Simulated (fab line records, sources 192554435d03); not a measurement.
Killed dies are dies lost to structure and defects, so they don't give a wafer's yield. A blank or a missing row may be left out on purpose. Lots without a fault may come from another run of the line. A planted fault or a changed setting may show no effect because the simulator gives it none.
fab line records | flow n5_finfet
record lots=5 wafers=15 last_day=17
route steps=1938 shown BEOL_M4@1099 BEOL_M5@1112 MIM_TOP@1836 PASSIVATION@1936
lots that met no fault: from a run of the same line without faults
start_h: hours from the record's first day to the start of the lot's first wafer shown | wait_h: hours since the lot's step before | " the same as in the row above | L1.1+2: a row that stands for several wafers | - no value, or no start given | * or withheld: withheld | < > ~ a bound
route shown NAME@n: a module of which the file shows steps, and the number in the route of the first | usual: mean/standard deviation of fault-free wafers | same: alike in all rows | chamber/n: place in a boat | sites: the reading at each site | _std_site: their standard deviation | _edge_site: outer sites' mean less inner sites' | radius_mm: how far each site lies from the wafer's centre | mask NAME#n: copy n | behind: the tool/chamber that last shaped the wafer | hold: why the lot was held/for how many hours/how that ended | device: the transistor (n, p or np) that didn't switch | end of line: the same wafers' tests at the end of the route | a step without rows: its recipe alone | killed: dies lost to structure and defects at the first sort, not the wafer's yield | map: a wafer's dies, x killed, . not, _ none there
set.NAME: the setting as run; set.NAME@STEP: as run at that earlier step | model.NAME: the simulator's own value behind a step, which no gauge read
lots at some steps of the route; a table a step, a row a wafer
services: from which hour (start_h, from the record's first day; less than 0 if before it) a tool's chamber was out of use, for how many hours, and why
## steps
# step N5_BEOL_M4_ANNEAL_95
# recipe temp_c=400 time_s=240 ambient=vacuum
# step N5_BEOL_M4_SPUTTER_96
# recipe material=Cu target_thk_a=45 temp_c=-20 chamber_pressure_pa=0.07 power_w=withheld time_s=8.29
# step N5_BEOL_M4_ECD_50
# recipe material=Cu target_thk_a=3000
# step N5_BEOL_M4_ANNEAL_51
# recipe temp_c=225 time_s=90 ambient=N2
# step N5_BEOL_M4_CMP_52
# recipe stop_on=SiOC t_overpolish_s=6.8 down_force_psi=1 platen_rpm=50 clearing_platen_down_force_psi=1.5 clearing_platen_rpm=50 post_cmp_clean=cu_alkaline target_thk_nm=40 clearing_platen_pad_velocity_m_s=0.99484 pad_velocity_m_s=0.99484
# step N5_BEOL_M4_PRE_CLEAN_60
# recipe gas=NH3/H2 time_s=15 temp_c=* rf_power_w=300
# step N5_BEOL_M4_CO_CAP_55
# recipe material=Co target_thk_a=20 temp_c=200 precursor=CCTBA/H2 pressure_torr=30 time_s=102.1
# step N5_BEOL_M4_PRE_CLEAN_56
# recipe gas=NH3 time_s=15 temp_c=withheld rf_power_w=300
# step N5_BEOL_M4_DEP_57
# recipe material=SiCN target_thk_a=80 temp_c=withheld precursor=3MS/NH3 pressure_torr=3 rf_w=202 time_s=14
# step N5_BEOL_M4_RC_MEAS_101
# usual DIBL_N=36.3/2.2 DIBL_P=36.0/2.4 IOFF_N=0.16/0.042 IOFF_P=0.22/0.041 ION_N=672/14 ION_P=462/7.9 SS_N=71.7/0.76 SS_P=73.3/0.72 VT_N=250/3.6 VT_P=-249/3
# columns lot.wafer tool chamber start_h wait_h DIBL_N[mV/V] DIBL_P[mV/V] IOFF_N[nA/um] IOFF_P[nA/um] ION_N[uA/um] ION_P[uA/um] SS_N[mV/dec] SS_P[mV/dec] VT_N[mV] VT_P[mV]
L883.3 prober-01 0 205.51 0.3 34.7 34.8 0.14 0.20 664 461 71.5 72.4 251 -251
L883.4 " 0 " " 36.1 35.8 0.15 0.20 667 454 71.8 73.6 254 -250
L883.5 " 0 " " 35.9 36.1 0.16 0.21 672 462 71.8 72.9 252 -252
L892.2 prober-02 0 249.84 0.2 36.3 37.3 0.21 0.30 674 472 72.5 73.7 247 -243
L892.3 " 0 " " 30.9 30.9 0.10 0.18 655 463 70.6 72.4 256 -248
L892.4 " 0 " " 31.3 31.8 0.11 0.19 669 470 71.0 72.7 252 -251
L891.2 prober-02 0 266.07 0.2 33.7 35.6 0.13 0.21 661 466 70.9 72.8 253 -248
L891.4 " 0 " " 32.2 33.7 0.11 0.18 659 461 70.5 73.8 255 -250
L891.6 " 0 " " 36.8 39.1 0.18 0.25 672 465 72.0 74.0 248 -251
L894.1 prober-01 0 269.53 0.0 33.7 33.3 0.11 0.15 661 456 70.8 72.6 257 -256
L894.5 " 0 " " 33.9 32.6 0.11 0.15 644 437 71.5 72.1 253 -253
L894.6 " 0 " " 31.5 30.9 0.09 0.13 651 452 70.0 71.6 256 -256
L895.3 prober-01 0 295.20 0.3 39.2 38.1 0.21 0.26 705 475 71.9 73.8 248 -247
L895.4 " 0 " " 36.5 35.3 0.15 0.21 671 467 71.1 73.7 252 -252
L895.5 " 0 " " 35.1 33.1 0.13 0.19 669 463 71.2 73.0 250 -251
# step N5_BEOL_M5_ILD_DEP_00
# recipe material=SiCOH_lowk target_thk_a=1406.4 temp_c=300 precursor=DEMS/porogen pressure_torr=5 rf_w=500 time_s=25.9
# step N5_BEOL_M5_CURE_79
# recipe temp_c=385 time_s=240 ambient=He/Ar material=SiCOH_lowk
# step N5_BEOL_M5_PECVD_70
# recipe material=SiO2 target_thk_a=160 temp_c=400 precursor=TEOS/O2 pressure_torr=5.5 rf_w=450 teos_flow_sccm=53.8 gas=O2 flow_sccm=3000 time_s=18
# step N5_BEOL_M5_HM_DEP_02
# recipe material=TiN target_thk_a=200 temp_c=25 chamber_pressure_pa=0.49996
# step N5_BEOL_M5_COAT_59
# recipe resist=SOC temp_c=250 time_s=60 spin_rpm=1500 resist_thk_nm=60
# step N5_BEOL_M5_COAT_60
# recipe resist=SiARC temp_c=220 time_s=60 spin_rpm=1500 resist_thk_nm=12
# step N5_BEOL_M5_COAT_71
# recipe resist=underlayer temp_c=205 time_s=60 spin_rpm=1500 resist_thk_nm=5
# step N5_BEOL_M5_COAT_05
# recipe resist=CAR-EUV spin_rpm=1500 resist_thk_nm=30
# step N5_BEOL_M5_EBR_07
# recipe solvent=PGMEA ebr_width_mm=1.5
# step N5_BEOL_M5_SOFTBAKE_06
# recipe temp_c=110 time_s=60 resist=CAR-EUV
# step N5_BEOL_M5_EXPOSE_08
# recipe mask_id=M5 na=0.33 source_shape=annular sigma_inner=0.4 sigma_outer=0.8 polarization=unpolarized target_cd_nm=28 dose_mj=35.75
# step N5_BEOL_M5_PEB_09
# recipe peb_temp_c=100 peb_time_s=60 resist=CAR-EUV
# step N5_BEOL_M5_DEVELOP_10
# recipe develop_time_s=30 developer=TMAH resist=CAR-EUV rinse_liquid=surfactant_rinse dry=air_spin dev_temp_c=23
# step N5_BEOL_M5_DESCUM_16
# recipe chemistry=O2 time_s=7 source_power_w=50 bias_power_w=20 pressure_mtorr=20 rf_frequency_hz=2.712e+07 temp_c=40 resist=CAR-EUV o2_flow_sccm=225
# step N5_BEOL_M5_ETCH_72
# recipe chemistry=N2/H2 target=underlayer target_depth_a=65 mask_material=CAR-EUV time_s=5.2 ion_energy_ev=200 pressure_mtorr=30 source_w=840 bias_w=150 n2_flow_sccm=200 h2_flow_sccm=200 ends=cleared
# step N5_BEOL_M5_ETCH_61
# recipe chemistry=CF4 target=SiARC target_depth_a=156 mask_material=CAR-EUV time_s=26 ion_energy_ev=80 pressure_mtorr=40 source_w=545 bias_w=36 Ar_flow_sccm=100 cf4_flow_sccm=100 ends=cleared
# step N5_BEOL_M5_ETCH_62
# recipe chemistry=N2/H2 target=SOC target_depth_a=750 overetch_a=150 mask_material=SiARC temp_c=40 time_s=112.5 ion_energy_ev=200 pressure_mtorr=30 source_w=840 bias_w=150 n2_flow_sccm=200 h2_flow_sccm=200
# step N5_BEOL_M5_STRIP_63
# recipe chemistry=N2/H2 temp_c=40 n2_flow_sccm=200 h2_flow_sccm=200 rf_frequency_hz=6e+07
# step N5_BEOL_M5_STRIP_73
# recipe chemistry=N2/H2 temp_c=40 n2_flow_sccm=200 h2_flow_sccm=200 rf_frequency_hz=6e+07
# step N5_BEOL_M5_STRIP_64
# recipe chemistry=CF4 resist=SiARC power_w=300 bias_power_w=75 pressure_mtorr=50 cf4_flow_sccm=150 rf_frequency_hz=6e+07
# step N5_BEOL_M5_HM_OPEN_17
# recipe chemistry=Cl2/BCl3 target_depth_a=200 overetch_a=60 target=TiN mask_material=SOC ion_energy_ev=150 pressure_mtorr=10 icp_w=1000 bias_w=126 Cl2_flow_sccm=53.25 bcl3_flow_sccm=21.75 Ar_flow_sccm=25
# step N5_BEOL_M5_STRIP_19
# recipe chemistry=O2 power_w=400 temp_c=40 pressure_mtorr=30 rf_frequency_hz=6e+07 bias_power_w=0 overash_fraction=0.2 o2_flow_sccm=225
# step N5_BEOL_M5_COAT_65
# recipe resist=SOC temp_c=250 time_s=60 spin_rpm=1500 resist_thk_nm=60
# step N5_BEOL_M5_COAT_66
# recipe resist=SiARC temp_c=220 time_s=60 spin_rpm=1500 resist_thk_nm=12
# step N5_MIM_TOP_ALD_02
# recipe material=Al2O3 target_thk_a=* temp_c=withheld ald_precursor_family=TMA ald_co_reactant=O3 pulse_time_s=withheld purge_time_s=3 co_reactant_purge_time_s=withheld co_reactant_pulse_time_s=3 ald_cycles=withheld
# usual precursor_pulse_height_rel=1.002/0.021
# columns lot.wafer tool chamber start_h wait_h precursor_pulse_height_rel
L883.3 ald_hk-01 1 291 - 0.996
L883.4 " 3 " " 1.015
L883.5 " 1 " " 1.007
L892.2 ald_hk-02 2 346 - -
L892.3 " 3 " " -
L892.4 " 0 " " -
L891.2 ald_hk-03 0 349 - -
L891.4 " 1 " " -
L891.6 " 1 " " -
L894.1 ald_hk-01 0 361 - -
L894.5 " 2 " " -
L894.6 " 3 " " -
L895.3 ald_hk-02 0 389 - 0.976
L895.4 " 2 " " 0.980
L895.5 " 0 " " 1.032
# step N5_PASSIVATION_PROBE_49
# usual defect_limited_yield=91.3/1.7 killed_at_M0_to_M3=33/9.9 killed_at_M4_up=14/6.4 killed_at_contacts=12/7 killed_at_front_end=41/13 killed_at_other=3.1/2.9 killed_dies=103/20 killed_on_rim=13/4 killed_open=67/14 killed_short=34/9.4 sort_bin_5_function=5.1/1.1 sort_bin_6_memory=3.2/0.79 sort_bin_8_speed=0.02/0.15 sort_n_pass=1077/21 sort_yield_pct=91.2/1.7
# same gross_dies=1180 killed_at_back_side=0 sort_bin_4_leakage[%]=0
# columns lot.wafer tool chamber start_h wait_h defect_limited_yield[%] killed_at_M0_to_M3 killed_at_M4_up killed_at_contacts killed_at_front_end killed_at_other killed_dies killed_on_rim killed_open killed_short sort_bin_5_function[%] sort_bin_6_memory[%] sort_bin_8_speed[%] sort_n_pass sort_yield_pct[%]
L883.3 prober-01 - 305.77 0.1 87.7 43 24 7 71 0 145 15 91 52 7.7 4.3 0 1035 87.7
L883.4 prober-01 - 305.82 0.2 88.5 35 25 9 67 0 136 17 81 44 6.3 4.2 0 1044 88.5
L883.5 prober-01 - 305.87 0.2 86.4 46 22 25 67 1 161 20 105 55 7.3 5.6 0 1019 86.4
L892.2 prober-01 - 362.36 0.1 87.9 26 9 6 37 65 143 7 53 34 9.4 2.4 0 1037 87.9
L892.3 prober-01 - 362.41 0.1 89.2 22 18 11 14 62 127 6 51 16 9.0 1.7 0 1053 89.2
L892.4 prober-01 - 362.46 0.2 87.3 20 10 9 39 72 150 47 61 24 9.7 2.8 0 1030 87.3
L891.2 prober-01 - 362.93 0.1 79.1 39 18 30 89 71 247 59 116 63 14.7 5.8 0 933 79.1
L891.4 prober-01 - 363.03 0.2 87.1 45 7 13 39 48 152 33 66 41 8.7 3.9 0 1028 87.1
L891.6 prober-01 - 363.13 0.3 82.5 57 12 25 62 51 207 42 102 64 11.3 5.8 0 973 82.5
L894.1 prober-02 - 378.20 0.0 86.8 40 13 11 47 45 156 11 70 41 9.2 3.6 0 1024 86.8
L894.5 prober-02 - 378.40 0.2 87.0 28 17 4 53 51 153 13 60 34 8.8 2.9 0.25 1024 86.8
L894.6 prober-02 - 378.45 0.3 87.6 39 12 10 37 48 146 13 71 26 8.5 3.2 0.08 1033 87.5
L895.3 prober-01 - 402.55 0.1 94.1 31 4 12 16 7 70 16 48 19 2.7 3.0 0 1110 94.1
L895.4 prober-01 - 402.60 0.2 92.1 33 8 14 35 3 93 10 66 25 4.2 3.4 0 1087 92.1
L895.5 prober-01 - 402.65 0.2 92.6 26 8 12 32 9 87 12 52 31 4.4 3.0 0 1093 92.6
# killed by level:class
L883.3 FIN_SAQP:geometric_particle:open=16 STI_FIN_REVEAL:geometric_particle:open=12 BEOL_M0_SAQP:geometric_particle:short=12 FIN_SAQP:geometric_particle:short=11 DUMMY_GATE:geometric_particle:open=9 BEOL_M4:geometric_particle:open=9 MOL_CONTACT_COAG:geometric_particle:open=7 BEOL_M0_SAQP:geometric_particle:open=7
L883.4 BEOL_M4:geometric_particle:open=15 FIN_SAQP:geometric_particle:short=11 STI_FIN_REVEAL:geometric_particle:open=11 BEOL_M0_SAQP:geometric_particle:short=10 BEOL_M0_SAQP:geometric_particle:open=10 FIN_SAQP:geometric_particle:open=9 MOL_CONTACT_COAG:geometric_particle:open=9 HKMG_FIN:area_etch=8
L883.5 MOL_CONTACT_COAG:geometric_particle:open=18 FIN_SAQP:geometric_particle:open=16 BEOL_M0_SAQP:geometric_particle:short=16 STI_FIN_REVEAL:geometric_particle:open=15 FIN_SAQP:geometric_particle:short=11 BEOL_M4:geometric_particle:open=8 STI_FIN_REVEAL:geometric_particle:short=7 BEOL_M0_SAQP:geometric_particle:open=7
L892.2 MIM_TOP:area_ald=53 GATE_CUT:geometric_particle:short=8 FIN_SAQP:geometric_particle:open=7 BEOL_M3:geometric_particle:open=7 STI_FIN_REVEAL:geometric_particle:open=7 BEOL_M0_SAQP:geometric_particle:open=6 MOL_CONTACT_COAG:geometric_particle:open=5 STARTING-WAFER:geometric_particle:open=4
L892.3 MIM_TOP:area_ald=59 MOL_CONTACT_COAG:geometric_particle:open=9 BEOL_M1:geometric_particle:open=7 BEOL_M5:geometric_particle:open=6 FIN_SAQP:geometric_particle:open=5 BEOL_M4:geometric_particle:open=5 BEOL_M0_SAQP:geometric_particle:short=4 DUMMY_GATE:geometric_particle:open=3
L892.4 MIM_TOP:area_ald=64 FIN_SAQP:geometric_particle:open=12 MOL_CONTACT_COAG:geometric_particle:open=8 STI_FIN_REVEAL:geometric_particle:open=7 BEOL_M1:geometric_particle:open=6 GATE_CUT:geometric_particle:open=5 BEOL_M0_SAQP:geometric_particle:open=4 PASS1_CAP:geometric_particle:short=4
L891.2 MIM_TOP:area_ald=67 STI_FIN_REVEAL:geometric_particle:open=37 MOL_CONTACT_COAG:geometric_particle:open=24 FIN_SAQP:geometric_particle:short=11 FIN_SAQP:geometric_particle:open=10 GATE_CUT:geometric_particle:short=9 BEOL_M0_SAQP:geometric_particle:short=8 STI_FIN_REVEAL:geometric_particle:short=7
L891.4 MIM_TOP:area_ald=44 BEOL_M2:geometric_particle:open=16 GATE_CUT:geometric_particle:short=13 MOL_CONTACT_COAG:geometric_particle:open=10 BEOL_M3:geometric_particle:open=7 STI_FIN_REVEAL:geometric_particle:open=5 BEOL_M0_SAQP:geometric_particle:short=5 BEOL_M1:geometric_particle:open=5
L891.6 MIM_TOP:area_ald=40 BEOL_M0_SAQP:geometric_particle:short=20 STI_FIN_REVEAL:geometric_particle:open=20 MOL_CONTACT_COAG:geometric_particle:open=20 BEOL_M0_SAQP:geometric_particle:open=14 FIN_SAQP:geometric_particle:open=9 FIN_SAQP:geometric_particle:short=9 GATE_CUT:geometric_particle:short=7
L894.1 MIM_TOP:area_ald=41 BEOL_M0_SAQP:geometric_particle:short=16 STI_FIN_REVEAL:geometric_particle:open=13 FIN_SAQP:geometric_particle:open=12 MOL_CONTACT_COAG:geometric_particle:open=10 BEOL_M0_SAQP:geometric_particle:open=9 BEOL_M3:geometric_particle:open=9 FIN_SAQP:geometric_particle:short=6
L894.5 MIM_TOP:area_ald=50 STI_FIN_REVEAL:geometric_particle:open=14 FIN_SAQP:geometric_particle:short=13 BEOL_M3:geometric_particle:open=9 FIN_SAQP:geometric_particle:open=8 HKMG_FIN:area_etch=8 BEOL_M0_SAQP:geometric_particle:short=7 BEOL_M0_SAQP:geometric_particle:open=5
L894.6 MIM_TOP:area_ald=45 BEOL_M0_SAQP:geometric_particle:open=11 MOL_CONTACT_COAG:geometric_particle:open=10 BEOL_M0_SAQP:geometric_particle:short=10 BEOL_M4:geometric_particle:open=8 FIN_SAQP:geometric_particle:open=7 DUMMY_GATE:geometric_particle:open=5 BEOL_M3:geometric_particle:open=5
L895.3 MOL_CONTACT_COAG:geometric_particle:open=12 DUMMY_GATE:geometric_particle:open=6 BEOL_M3:geometric_particle:open=6 BEOL_M2:geometric_particle:open=5 BEOL_M1:geometric_particle:short=4 MIM_TOP_ETCH:geometric_particle:short=4 MIM_TOP_ETCH:geometric_particle:open=3 BEOL_M0:geometric_particle:open=3
L895.4 BEOL_M3:geometric_particle:open=11 MOL_CONTACT_COAG:geometric_particle:open=11 STARTING-WAFER:geometric_particle:open=7 DUMMY_GATE:geometric_particle:open=5 BEOL_M0:geometric_particle:open=5 FIN_CUT:geometric_particle:open=4 STI_FIN_REVEAL:geometric_particle:open=3 GATE_CUT:geometric_particle:open=3
L895.5 BEOL_M3:geometric_particle:open=13 MOL_CONTACT_COAG:geometric_particle:open=11 STI_FIN_REVEAL:geometric_particle:open=8 STARTING-WAFER:geometric_particle:short=6 GATE_CUT:geometric_particle:short=5 BEOL_M2:geometric_particle:open=4 MIM_TOP_ETCH:geometric_particle:short=3 STARTING-WAFER:geometric_particle:open=3
# map L891.2 (x killed, . not)
_________________xxx....x.xxx________________
______________........xxx......x_____________
___________......x............x.xx.__________
__________xx.x........x...x.x...xxxx_________
________.....x..x...x...x....x.xxxxx.x_______
_______x..xx.....x.....xx.x.....x....xx______
______x.xx...x.x..xx...xx..x........xxxx_____
_____x......x.....x....x....x.....x.....x____
____x...x..x...x........xx................___
___x..xx..x....................x..........x__
___.........x...x......x.........x.......x.__
__x..x..x..............x.....x.......x..xx.._
__......xxx.......x................x..xxx..._
_x....x.xx......x.....x.......xx.........x..x
_x...x.x.x......x...x........x....x.......x.x
_...........x..............x........x..x.xxxx
_.........x..x...x...x....x.................x
_x.....x.x.......x.....xx........xxx........x
_....x..x...x.....x.....xx..x...........x.xx.
_x.x.......xx....x....xxx.x....x..........x.x
_.......x........x...x..xx.....x............x
__.................x..............x......xxx_
__....xx.......x........x...........x.xxx.x._
___x......x...xx......x.....x........x.x...__
___x...x...............x............x.....x__
____.....x....x......................x..x.___
_____............xx...xx..x..........xx..____
______x..x......x.x........x...x..x....x_____
_______............x..xx..............x______
________.xx....x..............x.....xx_______
__________x.x.......xx.......xx....x_________
___________.......x.........x.....x__________
______________.......xx..x.x.x.x_____________
_________________..x.....x...________________
# map L892.4 (x killed, . not)
_________________x.x.xxx...x.________________
______________..xx.....xx...xxx._____________
___________xx...x.......x...xx.x..x__________
__________xx..........x...xx..x.x..._________
________x...........x.......x.......xx_______
_______.x...xx....x.................xx.______
______...............x........x.....x.x._____
_____..x....x.........x..............x...____
____......x....x...........x...........x..___
___x.x.........x.........................x.__
___..x...x........x........................__
__.x.....x....x........x...x........x....x.._
__...x................................xx.x.._
_x.x...x.....................................
_x................x.......x.............xxx.x
_x.xx............x.....................x..xxx
_...x...x..x...................x...x........x
_.............xx.....x.......................
_xx.....x.......x................x.........x.
_xx.........xx....................x...x..x...
_.x.....x........x..............x.......x..x.
__....x.................................x.x._
__..................xx...................xx._
___......x.....x.........x............x....__
___x.....x.x...............................__
____x.................x.................x.___
_____........x...x.......................____
______x..........x......................_____
_______...x..xx.......x........x....x..______
________.............................x_______
__________x........x................_________
___________........................__________
______________............x...xx_____________
_________________........xx..________________
## services
# columns tool chamber start_h hours kind
ald_hk-02 - 308.69 2.8 pm
ald_hk-01 - 316.14 1.4 repair
ald_hk-01 - 371.93 8.7 pm
## key
first_sign step=N5_MIM_TOP_ALD_02 reading=tool_record direction=missing
effect step=N5_PASSIVATION_PROBE_49 reading=killed_at_other direction=up sigmas=19 usual=3.1 struck=57
more_kills_born_at N5_MIM_TOP_ALD_02@ald_hk-02=176 N5_MIM_TOP_ALD_02@ald_hk-03=151 N5_MIM_TOP_ALD_02@ald_hk-01=136
met_at N5_MIM_TOP_ALD_02
struck_wafers L891.2,L891.4,L891.6,L892.2,L892.3,L892.4,L894.1,L894.5,L894.6
onset_between 291 346
fault kind=skipped_step_whole tool=ald_hk-01,ald_hk-02,ald_hk-03 chamber=- onset_h=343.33 steps=N5_MIM_TOP_ALD_02 scope=struck_lots_only
